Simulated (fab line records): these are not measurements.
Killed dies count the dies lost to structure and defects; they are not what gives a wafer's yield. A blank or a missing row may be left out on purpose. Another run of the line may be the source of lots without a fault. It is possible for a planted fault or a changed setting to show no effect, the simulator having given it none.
Chamber matching :: flow n5 finfet :: 4 sister chambers for N5_BEOL_M3_STRIP_66 on rie diel-04
The step strips in CF4. 8 wafers are shown with their chamber, then 8 later ones without.

## WAFERS PAIRED WITH THEIR CHAMBERS
wafer: L075.1
chamber: 3
drypump motor current A (A): 6.20
throttle valve pct (%): 13.85

wafer: L077.2
chamber: 1
drypump motor current A (A): 5.99
throttle valve pct (%): 13.26

wafer: L082.1
chamber: 3
drypump motor current A (A): 6.20
throttle valve pct (%): 13.89

wafer: L082.4
chamber: 2
drypump motor current A (A): 5.60
throttle valve pct (%): 13.19

wafer: L088.3
chamber: 2
drypump motor current A (A): 5.64
throttle valve pct (%): 13.21

wafer: L088.4
chamber: 1
drypump motor current A (A): 5.98
throttle valve pct (%): 13.32

wafer: L088.6
chamber: 0
drypump motor current A (A): 5.53
throttle valve pct (%): 13.72

wafer: L090.2
chamber: 0
drypump motor current A (A): 5.54
throttle valve pct (%): 13.74

## WAFERS WITH NO CHAMBER GIVEN
wafer: L090.5
drypump motor current A (A): 5.58
throttle valve pct (%): 13.21

wafer: L090.6
drypump motor current A (A): 6.21
throttle valve pct (%): 13.93

wafer: L092.1
drypump motor current A (A): 6.22
throttle valve pct (%): 13.92

wafer: L092.2
drypump motor current A (A): 5.64
throttle valve pct (%): 13.21

wafer: L092.5
drypump motor current A (A): 6.00
throttle valve pct (%): 13.34

wafer: L095.1
drypump motor current A (A): 6.19
throttle valve pct (%): 13.93

wafer: L095.2
drypump motor current A (A): 5.60
throttle valve pct (%): 13.24

wafer: L095.3
drypump motor current A (A): 5.99
throttle valve pct (%): 13.34

## WHICH CHAMBER EACH ONE RAN IN
wafer: L090.5
from the rows above: 2
in truth: 2

wafer: L090.6
from the rows above: 3
in truth: 3

wafer: L092.1
from the rows above: 3
in truth: 3

wafer: L092.2
from the rows above: 2
in truth: 2

wafer: L092.5
from the rows above: 1
in truth: 1

wafer: L095.1
from the rows above: 3
in truth: 3

wafer: L095.2
from the rows above: 2
in truth: 2

wafer: L095.3
from the rows above: 1
in truth: 1
8 of 8 placed correctly. Not placeable from these rows: 0. Wrongly placed: 0.
How it was worked out, from the rows above alone: a wafer's distance from a chamber is the root of the sum, over the readings, of the square of ((its reading less the chamber's mean) divided by the reading's scatter). If the next closest chamber is less than 2 further off than the closest, the wafer can't be placed; otherwise it belongs to the closest. Each chamber's mean is taken over the wafers shown for it. The scatter: the root of (the sum of the squares of (reading less its chamber's mean) over the shown wafers, divided by (wafers less chambers)).
